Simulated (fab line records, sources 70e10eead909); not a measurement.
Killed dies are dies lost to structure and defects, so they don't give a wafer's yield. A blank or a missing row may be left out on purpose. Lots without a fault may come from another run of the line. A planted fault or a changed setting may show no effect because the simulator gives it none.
Problem report in the 8D (eight disciplines) form, filled by code | flow nand_harc | the parts of the form that need people (team, actions taken, sign-off) are left out

1. THE PROBLEM
killed_at_periphery at NHARC_END_SORT_01 reads a mean of 65.8 on 6 wafers of 2 lots; wafers without a fault read 3.3 with a standard deviation of 2. That is +31 standard deviations from the usual mean.
First seen on wafer L552.1, day 21 16:49, on prober-01. The record holds 6 wafers of 2 lots with a number at this step. Rule for "out", or "out of limits": more than 4 standard deviations from the usual mean. The other wafers with a number count as sound.

2. WHAT IT IS AND WHAT IT IS NOT
question                    | is                     | is not
which readings at this step | killed_at_periphery    | killed_at_other, killed_open, killed_short
which lots                  | L552, L553             | -
which wafers of those lots  | all that have a number | -
read on which gauges        | prober-01, prober-02   | -
when                        | from day 21 16:49      | up to then (0 sound wafers)

3. SUSPECTS, AND WHAT RULES EACH OUT
Counting: a tool at a process step up to the reading stays a suspect if it ran every lot that is out and no sound lot after the first of them.
- the gauge at NHARC_END_SORT_01: ruled out. The wafers that are out were read on 2 gauges (prober-01, prober-02).
- rie_diel-07 at NHARC_P_CONTACT_ETCH_35 (etches the open film in CF4, target depth 39 nm, time 65 s): kept. It ran every lot that is out, first L552 (day 8 02:56), and no sound lot after that.
Left after counting: rie_diel-07 at NHARC_P_CONTACT_ETCH_35.

4. THE CAUSE (what the simulator had put in)
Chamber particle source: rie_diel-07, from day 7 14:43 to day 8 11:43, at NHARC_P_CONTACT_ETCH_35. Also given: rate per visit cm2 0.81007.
Counting left only this tool.

5. THE CHAIN OF EFFECTS, in route order
Each row: a reading whose mean over the struck wafers that have a number lies more than 3 standard deviations from the usual. Only readings for which the record gives a usual standard deviation are gone through. hours: the time from each lot's start at the first step in this table that gives one to its start at this step, as a median over the lots. sigmas: the change in usual standard deviations.
hours | step              | reading             | usual | on struck wafers | change | sigmas
0     | NHARC_END_SORT_01 | killed_at_periphery | 3.3   | 65.8             | +62.5  | +31
0     | NHARC_END_SORT_01 | killed_dies         | 31    | 94               | +62    | +5.7

6. WHAT WOULD HAVE CAUGHT IT SOONER
In this record the first reading out of limits at a measuring or inspecting step was taken at day 21 16:49, 338 hours after the fault began at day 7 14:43.
Of the tool readings at NHARC_P_CONTACT_ETCH_35 for which the record gives a usual standard deviation, none was out on any struck wafer, so an alarm limit of 4 standard deviations on them would not have fired.
All the lots that are out (2) had begun NHARC_P_CONTACT_ETCH_35 on rie_diel-07 by day 21 16:49. A hold on the tool at that time would have spared none of them.
